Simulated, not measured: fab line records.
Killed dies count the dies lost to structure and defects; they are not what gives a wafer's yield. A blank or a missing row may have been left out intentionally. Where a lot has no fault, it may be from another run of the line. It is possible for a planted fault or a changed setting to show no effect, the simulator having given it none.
Which of the tools did it? | flow nand-harc | Sampling: 6 lots, 18 wafers, 3 of 1159 route steps

WHAT EACH GAUGE READ, for each wafer
NHARC_END_SORT_01.
lot  | measured     | on        | killed-open
L677 | day 19 19:23 | prober-02 | 1 2 1
L688 | day 22 12:47 | prober-01 | 5 2 3

EACH LOT AND THE TOOL THAT RAN IT (in order: tool; ch and the chambers of the sampled wafers; start)
lot  | NHARC_A_CONTACT_CVD_19                   | NHARC_A_BLC_ALD_23
L677 | cvd-w-01 ch 0,1, day 17 18:35 or earlier | ald-metal-01 ch 0,1,3, day 17 20:36
L681 | cvd-w-02 ch 0,1, day 18 12:25 or earlier | ald-metal-02 ch 1,2,3, day 18 14:26
L682 | cvd-w-01 ch 0,1, day 19 10:56 or earlier | ald-metal-01 ch 0,2, day 19 12:56
L688 | cvd-w-02 ch 0,1, day 20 08:53 or earlier | ald-metal-02 ch 0,1,2, day 20 10:58
L696 | cvd-w-01 ch 1, day 21 22:42 or earlier   | ald-metal-01 ch 0,1,2, day 22 00:53
L698 | cvd-w-02 ch 0,1, day 22 03:57 or earlier | ald-metal-03 ch 0,1,3, day 22 06:08
- NHARC_A_CONTACT_CVD_19: deposits W, target thk 300 nm, time 802 s.
- NHARC_A_BLC_ALD_23: deposits TiN, target thk 3 nm, pulse time 1 s, ald cycles 150.

THE ANSWER, worked out from the rows above alone
Rule: the usual values come from the lots themselves. The widest of any qualifying gaps counts: lots, ordered by their means at a reading, are off when they make up no more than a third of the lots, leave a main group of 4 or more, and stand apart from it by 3 or more times the standard deviation of that group's means. Not used: any main group whose means are identical at the precision the tables above print for the reading. A lot without any number at a reading at which 4 lots or more have one is off too. The other lots that the step has rows for count as sound.
No lot is off at any reading shown: from this, nothing can be told.

WHAT THE SIMULATOR PUT IN
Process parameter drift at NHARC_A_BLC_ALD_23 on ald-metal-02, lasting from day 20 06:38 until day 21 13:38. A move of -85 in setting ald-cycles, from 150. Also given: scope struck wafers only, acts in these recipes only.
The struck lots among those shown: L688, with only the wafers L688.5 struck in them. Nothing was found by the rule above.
